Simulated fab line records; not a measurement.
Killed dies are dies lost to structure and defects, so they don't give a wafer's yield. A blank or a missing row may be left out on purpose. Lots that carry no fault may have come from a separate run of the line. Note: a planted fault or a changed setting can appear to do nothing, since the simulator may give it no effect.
Split-lot experiment ; flow n5-finfet ; route with 1938 steps; 7 lots, 21 wafers read

## THE SPLIT ITSELF
At N5_FIN_CUT_ETCH_21 (etches SOC in N2/H2, target depth 219 nm, overetch 43.8 nm, time 523.5 s), the setting time-s was moved away from the recipe's 523.5 s on 2 of the 21 wafers read, by -19.6% to +20.5%. For the rest of the wafers, this setting stayed at what the recipe calls for.

Reading taken at the split's own step.

## THE READING
SiARC_of_FIN_CUT_COAT_19.thk-nm (the simulator's own value, which no gauge read), in nm, at N5_FIN_CUT_ETCH_21 (etches SOC in N2/H2, target depth 219 nm, overetch 43.8 nm, time 523.5 s). There is no usual value for it anywhere in the file. Here, 19 wafers ran the recipe; their average is 11.9 nm with a standard deviation of 0.21 nm.

wafer;tool, chamber at the split;time-s as run, s;against the recipe;SiARC_of_FIN_CUT_COAT_19.thk-nm, nm;against lot-mates on the recipe
L074.3;rie-diel-05, 2;523.5;recipe;11.8;-
L074.5;rie-diel-05, 3,2;523.5;recipe;12;-
L074.6;rie-diel-05, 3,2;523.5;recipe;12;-
L079.1;rie-diel-02, 2,3;523.5;recipe;12;-
L079.2;rie-diel-02, 2,3;523.5;recipe;12;-
L079.4;rie-diel-02, 1;523.5;recipe;11.8;-
L081.2;rie-diel-02, 0;523.5;recipe;11.6;-
L081.6;rie-diel-02, 0;523.5;recipe;11.6;-
L081.4;rie-diel-02, 3;523.5;recipe;11.8;-
L082.2;rie-diel-02, 1,0;523.5;recipe;12;-
L082.6;rie-diel-02, 1,0;523.5;recipe;12;-
L082.3;rie-diel-02, 2;523.5;recipe;12.2;-
L084.2;rie-diel-03, 0;523.5;recipe;11.8;-
L084.4;rie-diel-03, 1;630.8;+20.5%;10.4;-1.7
L084.5;rie-diel-03, 2;523.5;recipe;12.4;-
L086.2;rie-diel-03, 3,0;523.5;recipe;11.6;-
L086.4;rie-diel-03, 3,0;523.5;recipe;11.6;-
L086.6;rie-diel-03, 1;523.5;recipe;11.8;-
L096.1;rie-diel-02, 0;421;-19.6%;13.6;+1.6
L096.4;rie-diel-02, 3,0;523.5;recipe;12;-
L096.5;rie-diel-02, 3,0;523.5;recipe;12;-
When a row names more than one chamber, that row covers several wafers, and the file does not tell which wafer ran in which chamber.

FIT RESULTS
A straight line over all 21 wafers: SiARC_of_FIN_CUT_COAT_19.thk-nm changes by -0.0797 nm for each +1% of time-s; r = -0.92; the points scatter about the line by 0.21 nm.
The same after taking each lot's own level away (the mean of its wafers on the recipe; 21 wafers): -0.0824 nm for each +1%; r = -0.97; scatter 0.13 nm.
That fit puts the effect of the largest move of time-s on the reading at 1.7 nm.
Measured against the standard deviation above, the lots' own levels, which go from 11.67 to 12.10 nm, span 2.1 times it.
Consequently the slope shifts little with the lot-to-lot level, the two slopes agreeing.
Check: -1.67 nm against its lot-mates is what the line predicts for one of the wafers moved furthest among these (+20.5%) when that wafer is left out of the fit. Against them it came out at -1.7 nm.

## ADDITIONAL SPLITS CARRIED BY THESE WAFERS
Other splits were also applied to these wafers ahead of the reading. Each is held against what the fit with the lots' levels taken away leaves over:
other split on the same wafers;wafers away from the commonest value;r with SiARC_of_FIN_CUT_COAT_19.thk-nm (lot level and that fit taken away)
N5_FIN_SAQP_PEB_14 peb-time-s;8;-0.02

## THE FILE'S OWN FIT
SiARC_of_FIN_CUT_COAT_19.thk-nm changes by -0.0824 nm for each +1% of time-s, r = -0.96.
